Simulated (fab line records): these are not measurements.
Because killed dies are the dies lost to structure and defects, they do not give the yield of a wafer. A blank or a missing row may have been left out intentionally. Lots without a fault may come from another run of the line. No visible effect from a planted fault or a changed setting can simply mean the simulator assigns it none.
Matching of chambers :: flow n5_finfet :: 3 sister chambers for N5_BEOL_M10_CURE_71 on uv_cure-01
The step cures SiCOH lowk, time 240 s. 22 wafers are shown with their chamber, then 11 later ones without.

## WAFERS WITH THEIR CHAMBER
wafer: L075.1
chamber: 0
wafer_temp_C_max: 387.3
lamp_power_pct (%): 52.30

wafer: L075.5
chamber: 0
wafer_temp_C_max: 387.5
lamp_power_pct (%): 52.28

wafer: L075.6
chamber: 0
wafer_temp_C_max: 387.2
lamp_power_pct (%): 52.38

wafer: L074.1
chamber: 1
wafer_temp_C_max: 388.1
lamp_power_pct (%): 52.32

wafer: L074.2
chamber: 1
wafer_temp_C_max: 388.9
lamp_power_pct (%): 52.36

wafer: L074.5
chamber: 1
wafer_temp_C_max: 387.0
lamp_power_pct (%): 52.29

wafer: L076.2
chamber: 1
wafer_temp_C_max: 387.2
lamp_power_pct (%): 52.31

wafer: L076.3
chamber: 1
wafer_temp_C_max: 386.9
lamp_power_pct (%): 52.33

wafer: L076.5
chamber: 1
wafer_temp_C_max: 387.0
lamp_power_pct (%): 52.30

wafer: L077.1
chamber: 1
wafer_temp_C_max: 387.5
lamp_power_pct (%): 52.18

wafer: L077.4
chamber: 1
wafer_temp_C_max: 387.5
lamp_power_pct (%): 52.35

wafer: L077.5
chamber: 1
wafer_temp_C_max: 387.8
lamp_power_pct (%): 52.32

wafer: L080.1
chamber: 2
wafer_temp_C_max: 386.0
lamp_power_pct (%): 52.39

wafer: L080.5
chamber: 2
wafer_temp_C_max: 385.8
lamp_power_pct (%): 52.35

wafer: L080.6
chamber: 2
wafer_temp_C_max: 385.5
lamp_power_pct (%): 52.29

wafer: L083.4
chamber: 0
wafer_temp_C_max: 387.2
lamp_power_pct (%): 52.38

wafer: L083.5
chamber: 0
wafer_temp_C_max: 387.9
lamp_power_pct (%): 52.32

wafer: L083.6
chamber: 0
wafer_temp_C_max: 387.2
lamp_power_pct (%): 52.33

wafer: L084.1
chamber: 1
wafer_temp_C_max: 386.8
lamp_power_pct (%): 52.34

wafer: L084.2
chamber: 1
wafer_temp_C_max: 387.7
lamp_power_pct (%): 52.35

wafer: L084.4
chamber: 1
wafer_temp_C_max: 387.8
lamp_power_pct (%): 52.37

wafer: L089.1
chamber: 1
wafer_temp_C_max: 386.8
lamp_power_pct (%): 52.32

SIGNATURES, as means of the wafers listed above
reading: wafer_temp_C_max
chamber 0: 387.383
chamber 1: 387.462
chamber 2: 385.767
scatter within a chamber: 0.511

reading: lamp_power_pct
chamber 0: 52.3317
chamber 1: 52.3185
chamber 2: 52.3433
scatter within a chamber: 0.0464
Rule: a wafer's distance from a chamber is the root of the sum, over the readings, of the square of ((its reading less the chamber's mean) divided by the reading's scatter). The wafer belongs to the nearest chamber; if the next one is less than 2 further off, it can't be placed. How the scatter is found: for the shown wafers, subtract from each reading the mean of its chamber, square and add these, divide the total by (wafers less chambers), then take the root.

## WAFERS WHOSE CHAMBER IS MISSING
wafer: L089.3
wafer_temp_C_max: 387.0
lamp_power_pct (%): 52.25

wafer: L089.4
wafer_temp_C_max: 388.2
lamp_power_pct (%): 52.35

wafer: L095.3
wafer_temp_C_max: 386.2
lamp_power_pct (%): 52.39

wafer: L095.4
wafer_temp_C_max: 386.7
lamp_power_pct (%): 52.33

wafer: L095.6
wafer_temp_C_max: 386.1
lamp_power_pct (%): 52.28

wafer: L090.2
wafer_temp_C_max: 386.4
lamp_power_pct (%): 52.30

wafer: L090.4
wafer_temp_C_max: 385.7
lamp_power_pct (%): 52.31

wafer: L090.6
wafer_temp_C_max: 386.0
lamp_power_pct (%): 52.29

wafer: L097.1
wafer_temp_C_max: 387.9
lamp_power_pct (%): 52.35

wafer: L097.2
wafer_temp_C_max: 386.9
lamp_power_pct (%): 52.29

wafer: L097.6
wafer_temp_C_max: 387.7
lamp_power_pct (%): 52.28

## WHICH CHAMBER EACH WENT THROUGH
wafer: L089.3
from the rows above: can't be placed: 1 or 0 or 2
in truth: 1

wafer: L089.4
from the rows above: can't be placed: 1 or 0
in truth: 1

wafer: L095.3
from the rows above: can't be placed: 2 or 0 or 1
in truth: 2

wafer: L095.4
from the rows above: can't be placed: 0 or 1 or 2
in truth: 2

wafer: L095.6
from the rows above: can't be placed: 2 or 0 or 1
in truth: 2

wafer: L090.2
from the rows above: can't be placed: 2 or 0 or 1
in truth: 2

wafer: L090.4
from the rows above: 2
in truth: 2

wafer: L090.6
from the rows above: can't be placed: 2 or 0 or 1
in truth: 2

wafer: L097.1
from the rows above: can't be placed: 0 or 1
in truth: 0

wafer: L097.2
from the rows above: can't be placed: 1 or 0 or 2
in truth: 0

wafer: L097.6
from the rows above: can't be placed: 1 or 0
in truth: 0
Placed correctly: 1 of 11. Unplaceable from these rows: 10, with the true chamber sitting among the candidates in 10. 0 placed wrongly.
